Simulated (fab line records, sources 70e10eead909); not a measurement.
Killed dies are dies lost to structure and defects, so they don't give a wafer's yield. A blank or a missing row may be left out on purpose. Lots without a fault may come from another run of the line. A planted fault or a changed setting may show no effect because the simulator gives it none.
A struck lot beside a sound one | flow nand_harc | 44 steps out of a route of 1159
Sound: wafers L935.3, L935.5, L935.6. Struck: wafer L936.6. (L936.2, L936.4 of the same lot were not struck and are left out.) The cause comes at the end.
At each step with rows: each side's tool, then ch and its chambers, then its first start. Under that, the readings that differ: sound wafers | struck wafers | difference of the means | sigmas: that difference in standard deviations of wafers without a fault.
alike: readings whose means differ by less than 2 such deviations, and words and numbers that are the same on both sides. not compared: withheld readings, readings that some wafer has no value for, bounds like >300 that may hide the same value, and numbers for which the record gives no deviation and whose values overlap.
The two part at a step that has a row with sigmas, a row that says differs or no value, or rows on one side only. Numbers that don't overlap but have no deviation are shown without sigmas and don't part them. A reading that every wafer of one side lacks parts them only if that side has two wafers or more.

first, 1 step without rows for these wafers: NHARC_P_GATE_DESCUM_31 (chemistry O2, time 3 s).
NHARC_P_GATE_ETCH_104: etches the open film in CF4/CHF3, target depth 60 nm.
  sound on rie_diel-06 ch 2,3, day 7 21:10; struck on rie_diel-03 ch 3, day 8 01:35
  reading                         | sound             | struck | difference | sigmas
  rf_vpp_V (V)                    | 374.8 373.9 372.2 | 366.6  | -7.0       | -3
  showerhead_plenum_p_Torr (Torr) | 1.65 1.65 1.62    | 1.48   | -0.16      | -3
  alike: chamber_pressure_mTorr, drypump_motor_current_A, oes_product_au, throttle_valve_pct
then, 2 steps without rows for these wafers: NHARC_P_GATE_HM_OPEN_105 (chemistry O2/COS, target depth 360 nm); NHARC_P_GATE_STRIP_106 (strips in O2/COS).
NHARC_P_GATE_ETCH_114: etches the open film in CF4/O2, target depth 30 nm, overetch 3 nm, time 16.5 s.
  sound on rie_diel-06 ch 0,1,2; struck on rie_diel-03 ch 2
  reading                | sound                | struck | difference | sigmas
  throttle_valve_pct (%) | 13.377 13.401 13.404 | 13.374 | -0.020     | -2
  alike: chamber_pressure_mTorr, drypump_motor_current_A, oes_product_au, rf_vpp_V, showerhead_plenum_p_Torr
  not compared: rf_hours_counter_h
then, 2 steps without rows for these wafers: NHARC_P_GATE_ETCH_32 (etches the open film in HBr/Cl2, target depth 150 nm, time 100.1 s); NHARC_P_GATE_STRIP_108 (strips in O2).
NHARC_P_GATE_CD_MEAS_33:
  sound on cd_sem-02, day 7 22:01; struck on cd_sem-03, day 8 02:50
  alike: cd_nm
then, 3 steps without rows for these wafers: NHARC_P_GATE_STRIP_35 (strips in SPM, time 600 s); NHARC_P_GATE_PRECLEAN_73 (cleans in SC1); NHARC_P_GATE_SRD_74.
NHARC_P_GATE_ALD_36: deposits SiNx, target thk 20 nm, pulse time 60 s, ald cycles 223.
  sound on ald_sin-02 ch 0,3, day 7 22:28; struck on ald_sin-03 ch 2, day 8 07:32
  alike: heater_power_w, precursor_pulse_height_rel, susceptor_temp_C
NHARC_P_GATE_ETCHBACK_37: etches the open film in CHF3/O2, target depth 34.5 nm, time 17.2 s.
  sound on rie_diel-12 ch 0,1,3, day 8 10:07; struck on rie_diel-03 ch 3, day 8 12:50
  reading               | sound             | struck | difference | sigmas
  oes_product_au (a.u.) | 0.98 0.99 0.99    | 0.92   | -0.07      | -2
  rf_vpp_V (V)          | 373.3 369.6 370.5 | 366.5  | -4.6       | -2
  alike: chamber_pressure_mTorr, drypump_motor_current_A, showerhead_plenum_p_Torr, throttle_valve_pct
  not compared: rf_hours_counter_h
NHARC_P_GATE_STRIP_101: strips in O2, time 20 s.
  sound on rie_diel-12 ch 2,3, day 8 10:11; struck on rie_diel-03 ch 0, day 8 12:56
  reading                     | sound       | struck | difference | sigmas
  drypump_motor_current_A (A) | 4.7 5.5 4.7 | 6.3    | +1.3       | +3
  alike: chamber_pressure_mTorr, oes_product_au, rf_vpp_V, showerhead_plenum_p_Torr, throttle_valve_pct
  not compared: rf_hours_counter_h
then, 12 steps without rows for these wafers: NHARC_P_GATE_PRECLEAN_97 (cleans in SPM, time 600 s); NHARC_P_GATE_SRD_98; NHARC_P_GATE_PRECLEAN_99 (cleans in SC1); NHARC_P_GATE_SRD_100; NHARC_P_GATE_DEHYDRATE_38 (time 120 s); NHARC_P_GATE_HMDS_39 (time 30 s); NHARC_P_GATE_COAT_40; NHARC_P_GATE_SOFTBAKE_41 (time 95 s); NHARC_P_GATE_EBR_42; NHARC_P_GATE_EXPOSE_43 (exposes mask P NSD, target cd 720 nm); NHARC_P_GATE_PEB_44 (peb time 85 s); NHARC_P_GATE_DEVELOP_45 (time 70 s).
NHARC_P_GATE_CD_MEAS_46: target cd 720 nm.
  sound on cd_sem-02 ch 0, day 8 11:07; struck on cd_sem-03 ch 0, day 8 13:52
  alike: cd_nm
then, 3 steps without rows for these wafers: NHARC_P_GATE_HARDBAKE_47 (time 80 s); NHARC_P_GATE_DESCUM_48 (chemistry O2, time 3 s); NHARC_P_GATE_IMPLANT_49.
NHARC_P_GATE_STRIP_111: strips in N2/H2, time 250 s.
  sound on plasma_asher-01 ch 0,1, day 8 11:48; struck on plasma_asher-02 ch 1, day 8 14:23
  alike: drypump_motor_current_A, heater_power_w
  not compared: rf_hours_counter_h
then, 10 steps without rows for these wafers: NHARC_P_GATE_STRIP_75 (strips in O2); NHARC_P_GATE_STRIP_50 (strips in SPM, time 900 s); NHARC_P_GATE_DEHYDRATE_51 (time 120 s); NHARC_P_GATE_HMDS_52 (time 30 s); NHARC_P_GATE_COAT_53; NHARC_P_GATE_SOFTBAKE_54 (time 95 s); NHARC_P_GATE_EBR_55; NHARC_P_GATE_EXPOSE_56 (exposes mask P PSD, target cd 720 nm); NHARC_P_GATE_PEB_57 (peb time 85 s); NHARC_P_GATE_DEVELOP_58 (time 70 s).
NHARC_P_GATE_CD_MEAS_59: target cd 720 nm.
  sound on cd_sem-01 ch 0, day 8 12:56; struck on cd_sem-02 ch 0, day 8 15:37
  alike: cd_nm
NHARC_P_GATE_INSPECT_68:
  sound on defect_inspect-01, day 8 18:00; struck on defect_inspect-01, day 8 20:41
  reading          | sound       | struck | difference | sigmas
  raw_defect_count | 177 186 265 | 618    | +409       | +5
-- the record jumps here: 14 days lie between the struck wafers' starts before and after (it left off in module P_GATE and takes up again in module END, whose first step shown is number 1159 of the route) --
NHARC_END_SORT_01:
  the record has rows for the struck wafers here (prober-01 ch 0, day 22 18:57) and none for the sound ones

WHERE THEY PART
First at NHARC_P_GATE_ETCH_104; last, within this record, at NHARC_END_SORT_01.

WHY: what the simulator had put in
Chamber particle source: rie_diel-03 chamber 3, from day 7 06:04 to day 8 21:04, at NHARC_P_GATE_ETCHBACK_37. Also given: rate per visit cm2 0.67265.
